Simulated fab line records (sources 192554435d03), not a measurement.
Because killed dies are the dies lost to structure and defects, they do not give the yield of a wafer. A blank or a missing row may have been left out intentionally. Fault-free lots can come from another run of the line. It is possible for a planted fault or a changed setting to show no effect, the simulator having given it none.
Which tool is to blame? :: flow n5_finfet :: 10 lots with 30 wafers sampled at 5 steps, on a route of 1938 steps

== WHAT EACH GAUGE READ, for each wafer ==
N5_BEOL_M2_OCD_MEAS_38.
lot: L790
measured: day 8 04:54
on: ocd-02
trench_depth_nm (nm): 56.1 53.4 56.6

lot: L795
measured: day 9 12:46
on: ocd-02
trench_depth_nm (nm): 56.6 54.0 54.3

lot: L799
measured: day 10 15:10
on: ocd-02
trench_depth_nm (nm): - - -

lot: L800
measured: day 10 15:22
on: ocd-02
trench_depth_nm (nm): - - -

lot: L802
measured: day 10 23:50
on: ocd-01
trench_depth_nm (nm): 54.8 55.4 55.3

lot: L803
measured: day 11 18:57
on: ocd-02
trench_depth_nm (nm): 55.9 56.7 56.5

lot: L804
measured: day 11 22:25
on: ocd-01
trench_depth_nm (nm): 56.5 55.6 54.1

lot: L805
measured: day 12 01:50
on: ocd-02
trench_depth_nm (nm): 55.2 56.3 56.4

lot: L806
measured: day 12 14:42
on: ocd-02
trench_depth_nm (nm): 56.6 56.6 56.2

lot: L808
measured: day 12 23:22
on: ocd-02
trench_depth_nm (nm): 55.5 55.3 53.8

== WHICH TOOL RAN EACH LOT (tool, then ch and the chambers of the sampled wafers, then the start) ==
lot: L790
N5_BEOL_M1_SPUTTER_88: pvd_sputter-02, day 7 20:15
N5_BEOL_M1_ANNEAL_95: pvd_sputter-02, day 7 20:59
N5_BEOL_M1_SPUTTER_96: pvd_sputter-02, day 7 21:08
N5_BEOL_M2_ILD_DEP_00: pecvd-02 ch 0,1,2, day 7 22:14

lot: L795
N5_BEOL_M1_SPUTTER_88: pvd_sputter-01, day 9 02:39
N5_BEOL_M1_ANNEAL_95: pvd_sputter-01, day 9 03:23
N5_BEOL_M1_SPUTTER_96: pvd_sputter-01, day 9 03:32
N5_BEOL_M2_ILD_DEP_00: pecvd-01 ch 1,2, day 9 05:13

lot: L799
N5_BEOL_M1_SPUTTER_88: pvd_sputter-03, day 10 01:19
N5_BEOL_M1_ANNEAL_95: pvd_sputter-03, day 10 02:03
N5_BEOL_M1_SPUTTER_96: pvd_sputter-03, day 10 02:11
N5_BEOL_M2_ILD_DEP_00: pecvd-01 ch 0,1, day 10 06:23

lot: L800
N5_BEOL_M1_SPUTTER_88: pvd_sputter-03, day 10 06:53
N5_BEOL_M1_ANNEAL_95: pvd_sputter-03, day 10 07:38
N5_BEOL_M1_SPUTTER_96: pvd_sputter-03, day 10 07:46
N5_BEOL_M2_ILD_DEP_00: pecvd-01 ch 0,2, day 10 10:07

lot: L802
N5_BEOL_M1_SPUTTER_88: pvd_sputter-03, day 10 15:07
N5_BEOL_M1_ANNEAL_95: pvd_sputter-03, day 10 15:51
N5_BEOL_M1_SPUTTER_96: pvd_sputter-03, day 10 15:59
N5_BEOL_M2_ILD_DEP_00: pecvd-02 ch 0,2, day 10 20:23

lot: L803
N5_BEOL_M1_SPUTTER_88: pvd_sputter-03, day 11 05:50
N5_BEOL_M1_ANNEAL_95: pvd_sputter-03, day 11 06:35
N5_BEOL_M1_SPUTTER_96: pvd_sputter-03, day 11 06:43
N5_BEOL_M2_ILD_DEP_00: pecvd-02 ch 0,1, day 11 07:50

lot: L804
N5_BEOL_M1_SPUTTER_88: pvd_sputter-01, day 11 06:56
N5_BEOL_M1_ANNEAL_95: pvd_sputter-01, day 11 07:40
N5_BEOL_M1_SPUTTER_96: pvd_sputter-01, day 11 07:49
N5_BEOL_M2_ILD_DEP_00: pecvd-04 ch 1,2, day 11 08:57

lot: L805
N5_BEOL_M1_SPUTTER_88: pvd_sputter-03, day 11 12:12
N5_BEOL_M1_ANNEAL_95: pvd_sputter-03, day 11 12:56
N5_BEOL_M1_SPUTTER_96: pvd_sputter-03, day 11 13:05
N5_BEOL_M2_ILD_DEP_00: pecvd-02 ch 0,1, day 11 14:12

lot: L806
N5_BEOL_M1_SPUTTER_88: pvd_sputter-02, day 12 07:30
N5_BEOL_M1_ANNEAL_95: pvd_sputter-02, day 12 08:14
N5_BEOL_M1_SPUTTER_96: pvd_sputter-02, day 12 08:23
N5_BEOL_M2_ILD_DEP_00: pecvd-04 ch 0,2, day 12 09:29

lot: L808
N5_BEOL_M1_SPUTTER_88: pvd_sputter-03, day 12 13:20
N5_BEOL_M1_ANNEAL_95: pvd_sputter-03, day 12 14:04
N5_BEOL_M1_SPUTTER_96: pvd_sputter-03, day 12 14:13
N5_BEOL_M2_ILD_DEP_00: pecvd-01 ch 0,1,2, day 12 15:20
- N5_BEOL_M1_SPUTTER_88: material Cu, target thk 4.5 nm, time 8.29 s.
- N5_BEOL_M1_ANNEAL_95: time 240 s.
- N5_BEOL_M1_SPUTTER_96: material Cu, target thk 4.5 nm, time 8.29 s.
- N5_BEOL_M2_ILD_DEP_00: deposits SiOC from DEMS/O2, target thk 79 nm, time 15.3 s.

== THE ANSWER, worked out from the rows above alone ==
Rule: the usual values come from the lots themselves. The widest of any qualifying gaps counts: lots, ordered by their means at a reading, are off when they make up no more than a third of the lots, leave a main group of 4 or more, and stand apart from it by 3 or more times the standard deviation of that group's means. A main group whose means are all the same, to the digits that the tables above print for the reading, isn't used. A lot without any number at a reading at which 4 lots or more have one is off too. Any other lot the step has rows for is counted as sound.
Off: L799, L800 (N5_BEOL_M2_OCD_MEAS_38, trench_depth_nm). Without a number there: L799, L800. Mean 55.6 nm and standard deviation 0.58 in the main group.
A tool fits if, at a process step before that reading, it ran every lot that is off, and no sound lot after the first of them. Gauges at N5_BEOL_M2_OCD_MEAS_38: tried the same way as those tools. Not one of the candidates tried fits.

== WHAT THE SIMULATOR HAD PUT IN ==
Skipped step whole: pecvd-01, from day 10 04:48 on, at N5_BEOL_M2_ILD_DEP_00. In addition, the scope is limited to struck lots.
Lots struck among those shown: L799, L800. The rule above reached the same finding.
